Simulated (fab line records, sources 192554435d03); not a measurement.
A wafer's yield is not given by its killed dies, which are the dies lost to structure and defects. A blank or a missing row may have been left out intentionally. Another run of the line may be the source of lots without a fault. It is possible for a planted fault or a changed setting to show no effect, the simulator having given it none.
fab line records	flow n5-finfet
[record] lots = 4	wafers = 12	last-day = 21
route steps=1938 shown DUMMY_GATE@246 SPACER0@258 SD_EPI_N@262 SD_EPI_P@310 BEOL_M4@1111 PASSIVATION@1936
lots untouched by any fault: they come from a run of this same line in which no faults occurred
start-h: the number of hours between the record's first day and the start of the first shown wafer of the lot	wait-h: hours since the lot's step before	" identical to the entry in the row above	L1.1+2: a row that stands for several wafers	- no value, or no start was given	* or withheld: withheld	< > ~ a bound
route shown NAME@n: names a module that has steps shown in the file, with the first one's number in the route	usual: average and standard deviation across the fault-free wafers	same: alike in all rows	chamber/n: place in a boat	sites: readings site by site	_std_site: how widely they spread, as a standard deviation	_edge_site: mean of outer sites minus mean of inner sites	radius-mm: how far each site lies from the wafer's centre	mask NAME#n: copy n	behind: the last tool/chamber to shape the wafer	hold: cause of the lot's hold/its duration in hours/its outcome	device: the transistor (n, p or np) that didn't switch	end of line: the route-end tests of the same wafers	a step given without rows: its recipe and nothing more	killed: count of dies lost to structure and defects at first sort (not the wafer's yield)	map: per-die view of a wafer (x killed, . not killed, _ where there is no die)
set.NAME: the setting the step ran with; set.NAME@STEP: the setting that earlier step ran with	model.NAME: the simulator's own value behind a step, which no gauge read
lots at selected steps of the route; one table per step, one row per wafer
services: a tool's chamber out of use, with start hour (start-h, from the record's first day; less than 0 if before it), hours out, and reason
[[steps]]
[step N5_DUMMY_GATE_ETCH_32]
[recipe] chemistry = CF4	target = SiO2	target-depth-a = 35	time-s = 3.9	ion-energy-ev = 350	pressure-mtorr = 10	icp-w = 800	bias-w = 400	cf4-flow-sccm = 80
[step N5_DUMMY_GATE_ETCH_23]
[recipe] chemistry = HBr/Cl2/O2	HBr_flow_sccm = 150	Cl2_flow_sccm = 80	O2_flow_sccm = 12	bias-w = 102	target-depth-a = 410	time-s = 22.3	target = poly-Si	mask-material = SiO2	pressure-mtorr = 10	icp-w = 800
[step N5_DUMMY_GATE_ETCH_44]
[recipe] chemistry = HBr/O2	over-etch-frac = 0.7	target-depth-a = 1275	stop-on = SiO2	ion-energy-ev = 60	bias-w = 20	target = poly-Si	mask-material = SiO2	pressure-mtorr = 20	icp-w = 400	HBr_flow_sccm = 120	O2_flow_sccm = 10
[step N5_DUMMY_GATE_ETCH_42]
[recipe] chemistry = CHF3/O2	target = SiO2	target-depth-a = 35	time-s = 31	ion-energy-ev = 30	bias-w = 12	pressure-mtorr = 30	source-w = 600	Ar_flow_sccm = 200	CHF3_flow_sccm = 50	O2_flow_sccm = 5
[step N5_DUMMY_GATE_STRIP_48]
[recipe] chemistry = N2/H2	time-s = 20	power-w = 100	temp-c = 40	pressure-mtorr = 100	rf-frequency-hz = 6e+07	bias-power-w = 3	n2-flow-sccm = 300	h2-flow-sccm = 300
[step N5_DUMMY_GATE_PRECLEAN_33]
[recipe] chemistry = dHF	time-s = 10	dilution = 750:1	temp-c = 25
[step N5_DUMMY_GATE_PRECLEAN_25]
[recipe] chemistry = O3/DIW	time-s = 45	temp-c = 22	o3-ppm = 10
[step N5_DUMMY_GATE_PRECLEAN_51]
[recipe] chemistry = SC2	time-s = 45	temp-c = 35	mix = 1:1:50
[step N5_DUMMY_GATE_SRD_26]
[recipe] dry = ipa-marangoni	time-s = 30	temp-c = 23	rinse-liquid = diw
[step N5_DUMMY_GATE_UV_OZONE_45]
[recipe] time-s = 120	pressure-torr = 760	temp-c = 25
[step N5_SPACER0_ALD_07]
[recipe] material = SiNx	target-thk-a = 20	temp-c = 400	ald-precursor-family = SiH2I2	ald-co-reactant = N2/H2-plasma	pressure-torr = 2
[usual] chamber-pressure-Torr = 1.999/0.0042	heater-power-outer-w = 521/70	heater-power-w = 827/93	susceptor-temp-C = 400.00/0.23
lot.wafer	tool	chamber	start-h	wait-h	chamber-pressure-Torr	heater-power-outer-w	heater-power-w	susceptor-temp-C
L482.2	ald-sin-02	1	47.77	0.3	2.003	485	774	399.79
L482.3	"	0	"	"	1.997	397	642	399.83
L482.5	"	3	"	"	2.002	494	831	399.96
L493.1	ald-sin-02	0	116.65	0.0	-	-	-	-
L493.5	"	1	"	"	-	-	-	-
L493.6	"	0	"	"	-	-	-	-
L494.1	ald-sin-01	1	120.82	0.0	-	-	-	-
L494.5	"	1	"	"	-	-	-	-
L494.6	"	2	"	"	-	-	-	-
L505.1	ald-sin-01	3	186.54	0.3	2.003	582	922	399.72
L505.2	"	2	"	"	2.001	570	863	400.04
L505.3	"	0	"	"	2.001	475	715	399.53
[step N5_SPACER0_ALD_00]
[recipe] material = SiOCN	target-thk-a = 35	temp-c = 400	ald-precursor-family = alkyl-aminosilane	ald-co-reactant = O2/N2-plasma	pulse-time-s = 3	purge-time-s = 2	co-reactant-purge-time-s = 2	ald-cycles = 58	pressure-torr = 2
[step N5_SPACER0_ALD_08]
[recipe] material = SiNx	target-thk-a = 20	temp-c = 400	ald-precursor-family = SiH2I2	ald-co-reactant = N2/H2-plasma	pressure-torr = 2
[step N5_SD_EPI_N_COAT_32]
[recipe] resist = SOC	temp-c = 250	time-s = 60	spin-rpm = 1500	resist-thk-nm = 350
[step N5_SD_EPI_N_COAT_33]
[recipe] resist = SiARC	temp-c = 220	time-s = 60	spin-rpm = 1500	resist-thk-nm = 35
[step N5_SD_EPI_N_COAT_03]
[recipe] resist = CAR-ArF-block	spin-rpm = 1500	resist-thk-nm = 150
[step N5_SD_EPI_N_EBR_05]
[recipe] solvent = PGMEA	ebr-width-mm = 1.5
[step N5_SD_EPI_N_SOFTBAKE_04]
[recipe] temp-c = 110	time-s = 60	resist = CAR-ArF-block
[step N5_SD_EPI_N_EXPOSE_06]
[recipe] mask-id = SD_N_BLK	na = 1.35	source-shape = conventional	sigma-outer = 0.8	polarization = unpolarized	target-cd-nm = 120	dose-mj = 39.75
[step N5_SD_EPI_N_PEB_07]
[recipe] peb-temp-c = 110	peb-time-s = 60	resist = CAR-ArF-block
[step N5_SD_EPI_N_DEVELOP_08]
[recipe] develop-time-s = 30	developer = TMAH	resist = CAR-ArF-block	dev-temp-c = 23	rinse-liquid = diw	dry = air-spin
[step N5_SD_EPI_N_DESCUM_14]
[recipe] chemistry = O2	time-s = 7.9	source-power-w = 50	bias-power-w = 20	pressure-mtorr = 20	rf-frequency-hz = 2.712e+07	temp-c = 40	resist = CAR-ArF-block	o2-flow-sccm = 225
[step N5_SD_EPI_N_ETCH_34]
[recipe] chemistry = CF4	target = SiARC	target-depth-a = 455	mask-material = CAR-ArF-block	time-s = 75.8	ion-energy-ev = 80	pressure-mtorr = 40	source-w = 545	bias-w = 36	Ar_flow_sccm = 100	cf4-flow-sccm = 100	ends = cleared
[step N5_SD_EPI_N_ETCH_35]
[recipe] chemistry = N2/H2	target = SOC	overetch-a = 1080	mask-material = SiARC	temp-c = 40	ion-energy-ev = 100	source-w = 3000	bias-w = 133	pressure-mtorr = 20	time-s = 486	n2-flow-sccm = 200	h2-flow-sccm = 200
[step N5_SD_EPI_N_STRIP_36]
[recipe] chemistry = N2/H2	temp-c = 40	n2-flow-sccm = 200	h2-flow-sccm = 200	rf-frequency-hz = 6e+07
[step N5_SD_EPI_N_ETCHBACK_44]
[recipe] chemistry = CH3F/O2	mode = anisotropic-etchback	target = SiNx	target-depth-a = 145	stop-on = SiO2	over-etch-frac = 0.3	ion-energy-ev = 120	pressure-mtorr = 30	source-w = 395	bias-w = 73	Ar_flow_sccm = 150	CH3F_flow_sccm = 30	O2_flow_sccm = 20
[usual] drypump-motor-current-A = 5.65/0.23	mfc-ar-sccm = 150.0/0.43	oes_o_777_au = 0.76/0.066	oes-product-au = 0.65/0.054	rf-fwd-power-W = 393.5/1.3	rf-vpp-V = 299/10	showerhead-plenum-p-Torr = 2.00/0.058	throttle-valve-pct = 16.45/0.15
lot.wafer	tool	chamber	start-h	wait-h	drypump-motor-current-A	mfc-ar-sccm	oes_o_777_au	oes-product-au	rf-fwd-power-W	rf-hours-counter-h	rf-vpp-V	showerhead-plenum-p-Torr	throttle-valve-pct
L482.2	rie-diel-01	0	49.11	0.0	5.72	150.2	0.89	0.74	392.5	54	281	1.95	16.22
L482.3	"	2	"	"	5.65	150.2	0.75	0.68	393.3	117	311	2.01	16.67
L482.5	"	3	"	"	5.86	149.7	0.69	0.61	394.6	-	309	1.97	16.23
L493.1	rie-diel-03	3	118.49	0.0	5.67	150.2	0.80	0.31	394.3	107	293	1.93	16.22
L493.5	"	0	"	"	5.53	149.7	0.75	0.27	393.5	-	287	1.99	16.34
L493.6	"	3	"	"	5.64	149.8	0.80	0.31	393.9	-	292	1.93	16.22
L494.1	rie-diel-03	1	122.29	0.0	5.77	149.5	0.84	0.31	394.7	92	284	1.94	16.46
L494.5	"	1	"	"	5.75	150.4	0.83	0.31	394.0	-	283	1.94	16.43
L494.6	"	3	"	"	5.64	149.5	0.80	0.31	395.0	-	290	1.93	16.24
L505.1	rie-diel-01	1	188.01	0.0	5.56	150.0	0.80	0.71	395.7	69	317	2.11	16.36
L505.2	"	2	"	"	5.65	150.6	0.71	0.65	394.3	163	309	2.00	16.74
L505.3	"	0	"	"	5.75	149.3	0.85	0.71	390.0	91	280	1.94	16.29
[step N5_SD_EPI_N_ETCH_45]
[recipe] chemistry = CH3F/O2	target = SiOCN	target-depth-a = 60	mask-material = SOC	ion-energy-ev = 60	bias-w = 29	pressure-mtorr = 15	source-w = 410	Ar_flow_sccm = 150	CH3F_flow_sccm = 30	O2_flow_sccm = 20
[step N5_SD_EPI_N_ETCH_16]
[recipe] chemistry = CHF3/O2	target = SiO2	target-depth-a = 50	mask-material = SOC	pressure-mtorr = 30	source-w = 650	bias-w = 170	Ar_flow_sccm = 200	CHF3_flow_sccm = 50	O2_flow_sccm = 5	ion-energy-ev = 200
[step N5_SD_EPI_N_STRIP_47]
[recipe] chemistry = CHF3/O2	resist = SiARC	rf-frequency-hz = 6e+07
[step N5_SD_EPI_N_SD_RECESS_17]
[recipe] chemistry = HBr/Cl2/O2	target-depth-a = 410	mask-material = SOC	time-s = 23.7	bt-time-s = 3	pressure-mtorr = 10	icp-w = 800	bias-w = 112	HBr_flow_sccm = 150	Cl2_flow_sccm = 80	O2_flow_sccm = 12
[step N5_SD_EPI_N_STRIP_38]
[recipe] chemistry = N2/H2	power-w = 1000	temp-c = 250	h2-frac = 0.65	overash-fraction = 0.3	pressure-mtorr = withheld	n2-flow-sccm = 1750	h2-flow-sccm = 3250
[step N5_SD_EPI_N_WET_ETCH_43]
[recipe] chemistry = dHF	dilution = withheld	time-s = 14	target = SiO2	target-depth-a = 15	temp-c = 25
[step N5_SD_EPI_N_STRIP_18]
[recipe] chemistry = SPM	time-s = 750	temp-c = 130	h2so4-h2o2-vol-ratio = 4
[step N5_SD_EPI_N_SRD_20]
[recipe] dry = ipa-marangoni	do-ppb = 5	time-s = 30	temp-c = 23	rinse-liquid = diw
[step N5_SD_EPI_N_PRECLEAN_48]
[recipe] chemistry = NF3:NH3	afs-cycles = 2	temp-c = 30	time-s = 20	sublimation-temp-c = 180	sublimation-time-s = 60	pressure-torr = 3	rf-power-w = 30
[step N5_SD_EPI_N_VAPOR_ETCH_50]
[recipe] chemistry = HCl	target = Si	temp-c = 775	time-s = 54	pressure-torr = 20	mode = isotropic
[step N5_SD_EPI_P_ETCHBACK_46]
[recipe] chemistry = CH3F/O2	mode = anisotropic-etchback	target = SiNx	target-depth-a = 175	stop-on = SiO2	over-etch-frac = 0.3	ion-energy-ev = 120	pressure-mtorr = 30	source-w = 395	bias-w = 73	Ar_flow_sccm = 150	CH3F_flow_sccm = 30	O2_flow_sccm = 20
[usual] drypump-motor-current-A = 5.6/0.43	mfc-ar-sccm = 150.0/0.45	oes_o_777_au = 0.76/0.062	oes-product-au = 0.67/0.051	rf-fwd-power-W = 393.1/1.2	rf-vpp-V = 302/8.3	showerhead-plenum-p-Torr = 2.02/0.076	throttle-valve-pct = 16.37/0.22
lot.wafer	tool	chamber	start-h	wait-h	drypump-motor-current-A	mfc-ar-sccm	oes_o_777_au	oes-product-au	rf-fwd-power-W	rf-hours-counter-h	rf-vpp-V	showerhead-plenum-p-Torr	throttle-valve-pct
L482.2	rie-diel-05	3	53.42	0.0	5.8	150.1	0.80	0.66	391.1	142	301	1.92	16.21
L482.3	"	1	"	"	5.6	150.1	0.73	0.64	393.4	172	291	2.08	16.52
L482.5	"	0	"	"	5.0	149.6	0.72	0.64	393.1	-	308	1.92	16.39
L493.1	rie-diel-06	3	122.92	0.0	6.0	150.4	0.70	0.25	393.4	244	306	2.06	16.67
L493.5	"	0	"	"	5.8	149.8	0.76	0.30	391.4	-	306	2.01	16.44
L493.6	"	1	"	"	5.5	150.1	0.88	0.32	392.8	-	301	2.09	15.88
L494.1	rie-diel-05	3	126.72	0.0	5.8	149.9	0.79	0.29	393.7	151	298	1.91	16.17
L494.5	"	3	"	"	5.7	150.3	0.79	0.28	391.9	-	299	1.91	16.18
L494.6	"	0	"	"	5.0	149.2	0.71	0.28	392.4	-	308	1.91	16.38
L505.1	rie-diel-06	1	193.07	0.0	5.6	150.4	0.85	0.70	393.7	85	301	2.08	15.95
L505.2	"	3	"	"	6.0	151.0	1.00	0.82	393.8	4	305	2.06	16.22
L505.3	"	0	"	"	5.8	149.7	0.74	0.66	391.2	135	305	2.00	16.53
[step N5_BEOL_M4_RC_MEAS_101]
[usual] DIBL_N = 36.1/2.3	DIBL_P = 36/3.2	IOFF_N = 0.16/0.045	IOFF_N_85C = 3.2/0.72	IOFF_N_LIN = 0.076/0.016	IOFF_P = 0.21/0.049	IOFF_P_85C = 3.7/0.7	IOFF_P_LIN = 0.101/0.016	ION_N = 674/14	ION_P = 462/8.4	REXT_N = 75.4/1.6	REXT_P = 101.7/2.4	SS_N = 71.6/0.83	SS_P = 73.2/0.87	VT_N = 249/3.8	VT_N_LVT = 98/3.8	VT_P = -250/3.4	VT_P_LVT = -99/3
lot.wafer	tool	chamber	start-h	wait-h	DIBL_N[mV/V]	DIBL_P[mV/V]	IOFF_N[nA/um]	IOFF_N_85C[nA/um]	IOFF_N_LIN[nA/um]	IOFF_P[nA/um]	IOFF_P_85C[nA/um]	IOFF_P_LIN[nA/um]	ION_N[uA/um]	ION_P[uA/um]	REXT_N[ohm.um]	REXT_P[ohm.um]	SS_N[mV/dec]	SS_P[mV/dec]	VT_N[mV]	VT_N_LVT[mV]	VT_P[mV]	VT_P_LVT[mV]
L482.2	prober-02	0	237.13	0.4	37.0	35	0.16	3.2	0.079	0.23	3.9	0.109	697	478	75.0	102.0	71.0	72.9	247	98	-247	-97
L482.3	"	0	"	"	35.8	35	0.14	2.8	0.070	0.20	3.6	0.099	690	472	75.2	103.3	71.1	73.0	251	102	-249	-100
L482.5	"	0	"	"	36.4	35	0.14	2.8	0.070	0.21	3.6	0.100	682	472	75.6	103.5	71.4	72.4	250	102	-250	-99
L494.1	prober-02	0	297.13	0.0	50.4	46	0.53	8.6	0.172	0.69	9.8	0.269	737	520	62.9	81.6	74.1	74.7	230	78	-229	-75
L494.5	"	0	"	"	51.5	48	0.59	9.5	0.207	0.75	10.5	0.282	768	533	62.4	83.3	74.3	74.7	230	77	-225	-75
L494.6	"	0	"	"	56.4	51	0.99	14.4	0.284	1.02	13.5	0.356	776	536	61.5	81.3	76.2	75.6	225	70	-224	-71
L493.1	prober-02	0	317.41	0.0	54.9	52	0.80	12.0	0.274	1.15	15.1	0.404	787	547	59.7	84.8	75.4	76.8	224	75	-222	-70
L493.5	"	0	"	"	50.4	47	0.51	8.2	0.186	0.83	11.4	0.321	759	534	59.5	84.3	74.1	75.1	228	82	-223	-75
L493.6	"	0	"	"	51.6	49	0.56	9.0	0.196	1.09	14.3	0.360	736	523	59.9	84.3	74.8	75.8	229	81	-223	-73
L505.1	prober-01	0	393.78	0.0	34.9	36	0.14	2.8	0.069	0.20	3.5	0.095	675	466	79.4	100.1	71.4	73.1	251	99	-250	-98
L505.2	"	0	"	"	38.5	40	0.20	3.9	0.091	0.25	4.2	0.110	690	463	78.9	102.3	72.2	73.7	248	94	-248	-96
L505.3	"	0	"	"	39.8	41	0.23	4.3	0.094	0.28	4.7	0.119	678	463	77.9	100.6	73.0	74.4	249	95	-249	-94
[step N5_PASSIVATION_PROBE_49]
[usual] defect-limited-yield = 90.9/1.6	killed_at_M0_to_M3 = 37/11	killed_at_M4_up = 15/5.6	killed-at-contacts = 13/6.4	killed-at-front-end = 39/11	killed-at-other = 4/3.1	killed-dies = 107/19	killed-open = 71/14	killed-short = 34/7.8	sort_bin_4_leakage = 0.01/0.053	sort_bin_5_function = 5.3/1	sort_bin_6_memory = 3.4/0.72	sort_bin_8_speed = 0.0/0.42	sort-n-pass = 1072/20	sort-yield-pct = 90.9/1.7
[same] gross-dies = 1180	killed-at-back-side = 0
lot.wafer	tool	chamber	start-h	wait-h	defect-limited-yield[%]	killed_at_M0_to_M3	killed_at_M4_up	killed-at-contacts	killed-at-front-end	killed-at-other	killed-dies	killed-open	killed-short	sort_bin_4_leakage[%]	sort_bin_5_function[%]	sort_bin_6_memory[%]	sort_bin_8_speed[%]	sort-n-pass	sort-yield-pct[%]
L482.2	prober-02	-	356.79	0.4	90.9	35	22	18	29	3	107	75	29	0	5.8	2.9	0	1073	90.9
L482.3	prober-02	-	356.84	0.4	90.5	38	20	10	40	4	112	69	38	0	5.4	3.5	0	1068	90.5
L482.5	prober-02	-	356.94	0.5	91.7	21	16	15	40	6	98	62	30	0	5.7	1.8	0	1082	91.7
L494.1	prober-02	-	429.14	0.0	91.2	39	10	10	43	2	104	76	23	79.15	4.9	3.8	0	142	12.0
L494.5	prober-02	-	429.34	0.2	90.7	32	19	19	33	7	110	64	45	87.97	6.1	3.1	0	32	2.7
L494.6	prober-02	-	429.39	0.3	92.9	32	6	18	24	4	84	52	29	92.88	3.7	3.3	0	0	0
L493.1	prober-01	-	450.55	0.0	86.7	56	26	17	57	1	157	104	52	86.69	7.2	5.6	0.1	0	0
L493.5	prober-01	-	450.75	0.2	89.2	43	15	14	52	3	127	80	44	85.59	6.8	3.4	0	43	3.6
L493.6	prober-01	-	450.80	0.3	90.1	31	15	20	51	0	117	76	40	90.00	6.3	3.3	0	1	0.1
L505.1	prober-02	-	506.77	0.5	91.4	41	4	10	45	2	102	65	36	0	4.7	3.6	0	1078	91.4
L505.2	prober-02	-	506.82	0.5	88.4	66	19	5	45	2	137	79	56	0	6.5	4.6	0	1043	88.4
L505.3	prober-02	-	506.87	0.6	89.7	57	10	9	44	2	122	80	37	0	5.3	4.4	0	1058	89.7
// killed by level:class
L482.2 MOL_CONTACT_COAG:geometric-particle:open=14 BEOL_M4:geometric-particle:open=9 STI_FIN_REVEAL:geometric-particle:open=8 BEOL_M0_SAQP:geometric-particle:open=8 BEOL_M3:geometric-particle:open=8 GATE_CUT:geometric-particle:short=5 BEOL_M1:geometric-particle:short=5 GATE_CUT:geometric-particle:open=4
L482.3 BEOL_M2:geometric-particle:open=13 STI_FIN_REVEAL:geometric-particle:open=10 BEOL_M0_SAQP:geometric-particle:short=9 MOL_CONTACT_COAG:geometric-particle:open=7 BEOL_M4:geometric-particle:open=6 BEOL_M0_SAQP:geometric-particle:open=5 DUMMY_GATE:geometric-particle:open=4 GATE_CUT:geometric-particle:short=4
L482.5 MOL_CONTACT_COAG:geometric-particle:open=12 STI_FIN_REVEAL:geometric-particle:open=6 ILD0:geometric-particle:open=5 GATE_CUT:geometric-particle:short=5 BEOL_M4:geometric-particle:open=5 MIM_TOP:geometric-particle:open=5 HKMG_FIN:area-etch=5 DUMMY_GATE:geometric-particle:open=4
L494.1 FIN_SAQP:geometric-particle:open=18 STI_FIN_REVEAL:geometric-particle:open=8 MOL_CONTACT_COAG:geometric-particle:open=8 BEOL_M3:geometric-particle:open=8 BEOL_M4:geometric-particle:open=6 BEOL_M0_SAQP:geometric-particle:short=6 BEOL_M2:geometric-particle:open=5 FIN_SAQP:geometric-particle:short=4
L494.5 MOL_CONTACT_COAG:geometric-particle:open=16 BEOL_M4:geometric-particle:open=12 FIN_SAQP:geometric-particle:short=9 BEOL_M3:geometric-particle:open=8 FIN_SAQP:geometric-particle:open=5 BEOL_M0_SAQP:geometric-particle:open=5 STARTING-WAFER:geometric-particle:short=5 STARTING-WAFER:geometric-particle:open=4
L494.6 MOL_CONTACT_COAG:geometric-particle:open=14 FIN_SAQP:geometric-particle:short=9 BEOL_M1:geometric-particle:open=9 FIN_SAQP:geometric-particle:open=7 BEOL_M3:geometric-particle:open=5 BEOL_M1:geometric-particle:short=4 MOL_CONTACT_COAG:geometric-particle:short=3 BEOL_M0_SAQP:geometric-particle:short=3
L493.1 STI_FIN_REVEAL:geometric-particle:open=21 BEOL_M0_SAQP:geometric-particle:open=21 BEOL_M4:geometric-particle:open=16 BEOL_M0_SAQP:geometric-particle:short=15 MOL_CONTACT_COAG:geometric-particle:open=11 FIN_SAQP:geometric-particle:open=8 STI_FIN_REVEAL:geometric-particle:short=7 MOL_CONTACT_COAG:geometric-particle:short=6
L493.5 MOL_CONTACT_COAG:geometric-particle:open=12 STI_FIN_REVEAL:geometric-particle:open=11 BEOL_M0_SAQP:geometric-particle:short=10 GATE_CUT:geometric-particle:short=9 BEOL_M3:geometric-particle:open=9 GATE_CUT:geometric-particle:open=8 BEOL_M4:geometric-particle:open=8 BEOL_M0_SAQP:geometric-particle:open=7
L493.6 MOL_CONTACT_COAG:geometric-particle:open=17 STI_FIN_REVEAL:geometric-particle:open=12 FIN_SAQP:geometric-particle:short=10 BEOL_M0_SAQP:geometric-particle:short=10 FIN_SAQP:geometric-particle:open=9 BEOL_M4:geometric-particle:open=8 BEOL_M0_SAQP:geometric-particle:open=7 BEOL_M2:geometric-particle:open=5
L505.1 FIN_SAQP:geometric-particle:open=20 FIN_SAQP:geometric-particle:short=10 BEOL_M0_SAQP:geometric-particle:open=9 MOL_CONTACT_COAG:geometric-particle:open=8 BEOL_M0_SAQP:geometric-particle:short=7 BEOL_M2:geometric-particle:short=7 BEOL_M2:geometric-particle:open=6 BEOL_M1:geometric-particle:open=5
L505.2 BEOL_M0_SAQP:geometric-particle:short=24 FIN_SAQP:geometric-particle:open=18 BEOL_M0_SAQP:geometric-particle:open=15 FIN_SAQP:geometric-particle:short=13 BEOL_M1:geometric-particle:open=8 BEOL_M3:geometric-particle:open=8 BEOL_M4:geometric-particle:open=5 BEOL_M0:geometric-particle:open=5
L505.3 BEOL_M0_SAQP:geometric-particle:open=16 BEOL_M2:geometric-particle:open=14 BEOL_M0_SAQP:geometric-particle:short=12 FIN_SAQP:geometric-particle:open=10 STI_FIN_REVEAL:geometric-particle:open=9 FIN_SAQP:geometric-particle:short=8 MOL_CONTACT_COAG:geometric-particle:open=7 STARTING-WAFER:geometric-particle:short=7
// map L493.1 (x killed, . not)
_________________x...........________________
______________..xx..x.x........._____________
___________.x.......x..............__________
__________..x........x.............._________
________.....x..x..x........xx.....xx._______
_______...x....x........x.....x........______
______.x......x..x.....x............x..._____
_____x....x..................x......x....____
____.x..x....................x........x...___
___......x..xxx............................__
___..x.xx......x....x.........x.........x..__
__..xxx..x.....x..xx........x.....x.x......._
__.x..x.....x........x....x.....x........x.._
_..........x.x......xx...xx.....x.........x..
_.x.........x.x....x..x....x.....x......x.x..
_...x.........x.........x...x....x..x..x.....
_..x.x..x.............................x......
_.x..................x.................x.....
_......................x......x......x.......
_x......................x........x...........
_.....x...x..x................x.x............
__.....x.x.x.......xx...x......x............_
__....x.x....x.....x......x.........x......x_
___x.........x.......x...x...............x.__
___....xx...x.......xx..............x...xx.__
____...........x.........x.....x.........x___
_____....x......x.x...x......x...........____
______..............x.x.........x......._____
_______...x.x....................x...x.______
________.xx.x....x.........x.........._______
__________.................x.....x.._________
___________........................__________
______________...xx............._____________
_________________x.........x.________________
// map L494.5 (x killed, . not)
_________________.....x......________________
______________x..xx.x....x......_____________
___________.x..x......x..........x.__________
__________.....................x...._________
________...x............xx........x..._______
_______......x.....x.....x...x.........______
______............x....x...........x...._____
_____....x...............................____
____...................x..................___
___...............x...x....................__
___..............x...x.......x....x..x.....__
__.......x..x........x..........x..........._
__.x.....x..x..................x..........x._
_x..........x....x..........................x
_.x.xx.x............................x........
_...............................x............
_..x...............x..x...x................x.
_..............x.....................x.....x.
_.....x......................................
_.x..........................x.......x..x....
_...................x..............x.........
__x.........................x.....x......x.._
__...x.......x.........x...................._
___.............x....x..................x.x__
___......................x.........x...x...__
____.x....x...x.x....x......x.......x.....___
_____.........................x.....xx...____
______...............x....x..x.....x.x.._____
_______.......................x.......x______
________x............x........x.....x._______
__________..................x..x...x_________
___________x......x....x....x......__________
______________...........x......_____________
_________________.xx.........________________
[[services]]
tool	chamber	start-h	hours	kind
rie-diel-01	-	34.96	2.1	repair
rie-diel-05	3	36.76	2.9	repair
rie-diel-01	0	54.23	13.5	repair
rie-diel-03	0	56.45	17.9	repair
ald-sin-02	0	59.77	3.7	repair
rie-diel-03	3	73.73	36.7	repair
ald-sin-02	-	81.95	0.8	pm
ald-sin-02	-	85.87	14.0	pm
ald-sin-02	0	85.87	14.0	vent-cycle
ald-sin-02	1	85.87	14.0	vent-cycle
ald-sin-02	2	85.87	14.0	vent-cycle
ald-sin-02	3	85.87	14.0	vent-cycle
rie-diel-05	-	95.09	0.1	repair
ald-sin-02	0	99.87	-	clean
ald-sin-02	1	99.87	-	clean
ald-sin-02	2	99.87	-	clean
ald-sin-02	3	99.87	-	clean
rie-diel-01	-	114.20	2.8	pm
rie-diel-03	2	115.16	18.1	repair
rie-diel-06	3	141.41	1.3	repair
rie-diel-06	3	156.83	2.9	repair
rie-diel-06	3	159.87	-	clean
rie-diel-06	3	159.87	-	consumable-replace:focus-ring
rie-diel-05	3	183.44	8.8	repair
[[key]]
[first-sign] step = N5_SPACER0_ALD_07	reading = tool-record	direction = missing
[effect] step = N5_SD_EPI_N_ETCHBACK_44	reading = oes-product-au	direction = down	sigmas = 6.4	usual = 0.65	struck = 0.30
[effect] step = N5_SD_EPI_P_ETCHBACK_46	reading = oes-product-au	direction = down	sigmas = 7.4	usual = 0.67	struck = 0.29
[effect] step = N5_BEOL_M4_RC_MEAS_101	reading = IOFF_P	direction = up	sigmas = 14	usual = 0.21	struck = 0.92
[effect] step = N5_BEOL_M4_RC_MEAS_101	reading = IOFF_P_LIN	direction = up	sigmas = 14	usual = 0.101	struck = 0.332
[effect] step = N5_BEOL_M4_RC_MEAS_101	reading = IOFF_P_85C	direction = up	sigmas = 13	usual = 3.7	struck = 12.4
[effect] step = N5_BEOL_M4_RC_MEAS_101	reading = IOFF_N	direction = up	sigmas = 11	usual = 0.16	struck = 0.66
[effect] step = N5_BEOL_M4_RC_MEAS_101	reading = IOFF_N_85C	direction = up	sigmas = 9.9	usual = 3.2	struck = 10.3
[effect] step = N5_BEOL_M4_RC_MEAS_101	reading = REXT_N	direction = down	sigmas = 9.3	usual = 75.4	struck = 61.0
[effect] step = N5_BEOL_M4_RC_MEAS_101	reading = IOFF_N_LIN	direction = up	sigmas = 9	usual = 0.076	struck = 0.220
[effect] step = N5_BEOL_M4_RC_MEAS_101	reading = VT_P_LVT	direction = up	sigmas = 8.6	usual = -99	struck = -73
[effect] step = N5_BEOL_M4_RC_MEAS_101	reading = ION_P	direction = up	sigmas = 8.4	usual = 462	struck = 532
[effect] step = N5_BEOL_M4_RC_MEAS_101	reading = REXT_P	direction = down	sigmas = 7.8	usual = 101.7	struck = 83.3
[effect] step = N5_BEOL_M4_RC_MEAS_101	reading = VT_P	direction = up	sigmas = 7.5	usual = -250	struck = -224
[effect] step = N5_BEOL_M4_RC_MEAS_101	reading = DIBL_N	direction = up	sigmas = 7	usual = 36.1	struck = 52.5
[effect] step = N5_PASSIVATION_PROBE_49	reading = sort_bin_4_leakage	direction = up	sigmas = 99+	usual = 0.01	struck = 87.05
met-at N5_SPACER0_ALD_07
struck-wafers L493.1,L493.5,L493.6,L494.1,L494.5,L494.6
onset-between 47.77 116.65
[fault] kind = skipped-step-whole	tool = ald-sin-01,ald-sin-02	chamber = -	onset-h = 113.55	steps = N5_SPACER0_ALD_07	scope = struck-lots-only
